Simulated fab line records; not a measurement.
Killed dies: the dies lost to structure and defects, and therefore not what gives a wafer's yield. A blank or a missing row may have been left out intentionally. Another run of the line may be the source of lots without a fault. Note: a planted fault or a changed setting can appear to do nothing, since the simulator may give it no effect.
Chamber matching ; flow n5-finfet ; 4 sister chambers for N5_MOL_CONTACT_COAG_ETCHBACK_135 on rie-diel-01
The step etches SiO2 in CHF3, target depth 25 nm, time 16.7 s. 20 wafers are shown with their chamber, then 10 later ones without.

## WAFERS PAIRED WITH THEIR CHAMBERS
wafer;chamber;drypump-motor-current-A (A);throttle-valve-pct (%);showerhead-plenum-p-Torr (Torr)
L074.2;1;5.5;19.11;2.36
L074.3;3;6.4;18.89;2.36
L074.5;1;5.5;19.10;2.36
L076.2;1;5.5;19.12;2.36
L076.4;2;5.8;18.22;2.34
L076.5;0;5.2;18.99;2.34
L079.3;1;5.5;19.13;2.36
L079.4;0;5.2;18.97;2.34
L079.6;2;5.8;18.26;2.33
L080.1;1;5.5;19.14;2.36
L080.3;2;5.8;18.24;2.33
L080.4;2;5.7;18.26;2.33
L086.1;1;5.5;19.17;2.35
L086.2;2;5.7;18.28;2.33
L086.6;3;6.4;18.52;2.35
L085.3;3;6.4;18.52;2.35
L085.4;2;5.7;18.28;2.33
L085.6;1;5.6;19.17;2.35
L088.1;2;5.8;18.29;2.32
L088.3;1;5.5;19.18;2.35

SIGNATURES (means of the wafers above)
reading;chamber 0;chamber 1;chamber 2;chamber 3;scatter within a chamber
drypump-motor-current-A;5.200;5.513;5.757;6.400;0.0402
throttle-valve-pct;18.9800;19.1400;18.2614;18.6433;0.0797
showerhead-plenum-p-Torr;2.3400;2.3563;2.3300;2.3533;0.00533
Rule: a wafer's distance from a chamber is the root of the sum, over the readings, of the square of ((its reading less the chamber's mean) divided by the reading's scatter). The wafer belongs to the nearest chamber; if the next one is less than 2 further off, it can't be placed. How the scatter is found: for the shown wafers, subtract from each reading the mean of its chamber, square and add these, divide the total by (wafers less chambers), then take the root.

## WAFERS MISSING THEIR CHAMBER
wafer;drypump-motor-current-A (A);throttle-valve-pct (%);showerhead-plenum-p-Torr (Torr)
L088.5;5.2;18.53;2.34
L090.1;6.4;18.54;2.35
L090.2;5.2;18.55;2.34
L090.4;5.5;19.18;2.35
L093.1;5.2;18.56;2.33
L093.3;6.4;18.55;2.35
L093.6;5.6;19.19;2.35
L096.1;5.2;18.58;2.33
L096.5;6.4;18.58;2.34
L096.6;5.2;18.58;2.33

## WHICH CHAMBER EACH ONE RAN IN
wafer;from the rows above;in truth
L088.5;0;0
L090.1;3;3
L090.2;0;0
L090.4;1;1
L093.1;0;0
L093.3;3;3
L093.6;1;1
L096.1;0;0
L096.5;3;3
L096.6;0;0
Placed correctly: 10 of 10. Left unplaced by these rows: 0. 0 placed wrongly.
